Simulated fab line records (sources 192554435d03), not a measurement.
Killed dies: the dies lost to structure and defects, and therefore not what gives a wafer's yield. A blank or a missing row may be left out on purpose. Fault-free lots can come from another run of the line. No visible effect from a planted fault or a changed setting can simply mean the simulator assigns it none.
Matching of chambers / flow n5-finfet / N5_BEOL_M5_CURE_80 on uv-cure-02 has 3 sister chambers
The step cures SiCOH lowk, time 120 s. 3 wafers are shown with their chamber, then 8 later ones without.

## WAFERS, EACH WITH ITS CHAMBER
wafer=L076.6 chamber=0 wafer_temp_C_max=371.5
wafer=L081.4 chamber=2 wafer_temp_C_max=373.3
wafer=L094.2 chamber=1 wafer_temp_C_max=371.8

## WAFERS WHOSE CHAMBER IS MISSING
wafer=L094.4 wafer_temp_C_max=371.9
wafer=L094.6 wafer_temp_C_max=371.7
wafer=L097.1 wafer_temp_C_max=371.1
wafer=L097.3 wafer_temp_C_max=371.9
wafer=L097.4 wafer_temp_C_max=371.9
wafer=L097.2 wafer_temp_C_max=371.6
wafer=L097.5 wafer_temp_C_max=371.8
wafer=L097.6 wafer_temp_C_max=372.4

## CHAMBER TAKEN BY EACH
wafer=L094.4; from the rows above=can't be placed: 1 or 0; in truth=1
wafer=L094.6; from the rows above=can't be placed: 1 or 0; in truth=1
wafer=L097.1; from the rows above=can't be placed: 0 or 1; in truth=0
wafer=L097.3; from the rows above=can't be placed: 1 or 0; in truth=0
wafer=L097.4; from the rows above=can't be placed: 1 or 0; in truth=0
wafer=L097.2; from the rows above=can't be placed: 0 or 1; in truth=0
wafer=L097.5; from the rows above=can't be placed: 1 or 0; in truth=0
wafer=L097.6; from the rows above=can't be placed: 1 or 0 or 2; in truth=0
Correct placement for 0 of the 8. Cannot be placed on the basis of these rows: 8; the candidates contain the true chamber in 8. Wrongly placed: 0.
How it was worked out, from the rows above alone: a wafer's distance from a chamber is the root of the sum, over the readings, of the square of ((its reading less the chamber's mean) divided by the reading's scatter). If the next closest chamber is less than 2 further off than the closest, the wafer can't be placed; otherwise it belongs to the closest. The mean given for a chamber averages the wafers shown for that chamber. The scatter: with one shown wafer a chamber, the root of the mean of the squares of how far each hidden wafer lies from its nearest shown one.
